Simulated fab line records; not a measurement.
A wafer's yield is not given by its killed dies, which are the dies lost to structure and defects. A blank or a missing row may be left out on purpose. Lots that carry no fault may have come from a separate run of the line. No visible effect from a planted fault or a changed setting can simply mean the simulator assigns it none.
Matching of chambers + flow nandHarc + 4 sister chambers for NHARC_P_M2_DESCUM_14 on rieDiel-05
The step chemistry O2, time 3 s. 16 wafers are shown with their chamber, then 8 later ones without.

## WAFERS PAIRED WITH THEIR CHAMBERS
| wafer  | chamber | drypumpMotorCurrentA (A) | throttleValvePct (%) | oesProductAu (a.u.) |
|--------|---------|--------------------------|----------------------|---------------------|
| L075.2 | 1       | 6.0                      | 11.309               | 1.007               |
| L075.5 | 1       | 6.0                      | 11.304               | 1.004               |
| L075.6 | 0       | 6.1                      | 11.311               | 1.020               |
| L078.3 | 3       | 6.5                      | 11.305               | 1.001               |
| L078.5 | 3       | 6.5                      | 11.306               | 1.000               |
| L078.6 | 2       | 5.5                      | 11.314               | 0.990               |
| L081.2 | 0       | 6.1                      | 11.304               | 1.016               |
| L081.5 | 0       | 6.1                      | 11.321               | 1.016               |
| L081.6 | 1       | 6.0                      | 11.307               | 1.006               |
| L087.1 | 0       | 6.1                      | 11.307               | 1.004               |
| L087.5 | 3       | 6.4                      | 11.318               | 1.003               |
| L087.6 | 0       | 6.1                      | 11.307               | 1.013               |
| L089.2 | 0       | 6.1                      | 11.319               | 1.027               |
| L089.4 | 2       | 5.5                      | 11.315               | 1.021               |
| L089.6 | 1       | 5.9                      | 11.306               | 1.024               |
| L088.1 | 3       | 6.5                      | 11.309               | 1.004               |

SIGNATURES (averages over the wafers above)
| reading              | chamber 0 | chamber 1 | chamber 2 | chamber 3 | scatter within a chamber |
|----------------------|-----------|-----------|-----------|-----------|--------------------------|
| drypumpMotorCurrentA | 6.100     | 5.975     | 5.500     | 6.475     | 0.0354                   |
| throttleValvePct     | 11.31150  | 11.30650  | 11.31450  | 11.30950  | 0.00549                  |
| oesProductAu         | 1.01600   | 1.01025   | 1.00550   | 1.00200   | 0.0093                   |
Rule: for a wafer and a chamber, the distance is found by dividing, reading by reading, the gap between the wafer's reading and the chamber's mean by the reading's scatter, squaring, summing and taking the root. If the next closest chamber is less than 2 further off than the closest, the wafer can't be placed; otherwise it belongs to the closest. The scatter: take each reading less its chamber's mean, square it, sum over the shown wafers, divide by the number of wafers less the number of chambers, and take the root.

## WAFERS MISSING THEIR CHAMBER
| wafer  | drypumpMotorCurrentA (A) | throttleValvePct (%) | oesProductAu (a.u.) |
|--------|--------------------------|----------------------|---------------------|
| L088.5 | 5.9                      | 11.315               | 1.026               |
| L088.6 | 6.1                      | 11.307               | 1.022               |
| L091.1 | 5.5                      | 11.300               | 0.997               |
| L091.2 | 6.0                      | 11.310               | 1.016               |
| L091.3 | 6.4                      | 11.304               | 1.002               |
| L092.1 | 6.1                      | 11.313               | 1.006               |
| L092.3 | 5.5                      | 11.309               | 1.001               |
| L092.4 | 6.5                      | 11.310               | 1.008               |

## WHICH CHAMBER EACH WENT THROUGH
| wafer  | from the rows above     | in truth |
|--------|-------------------------|----------|
| L088.5 | 1                       | 1        |
| L088.6 | 0                       | 0        |
| L091.1 | 2                       | 2        |
| L091.2 | can't be placed: 1 or 0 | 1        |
| L091.3 | 3                       | 3        |
| L092.1 | 0                       | 0        |
| L092.3 | 2                       | 2        |
| L092.4 | 3                       | 3        |
Correct placement for 7 of the 8. Can't be placed from these rows: 1 (the true chamber is among the candidates in 1). Placed wrongly: 0.
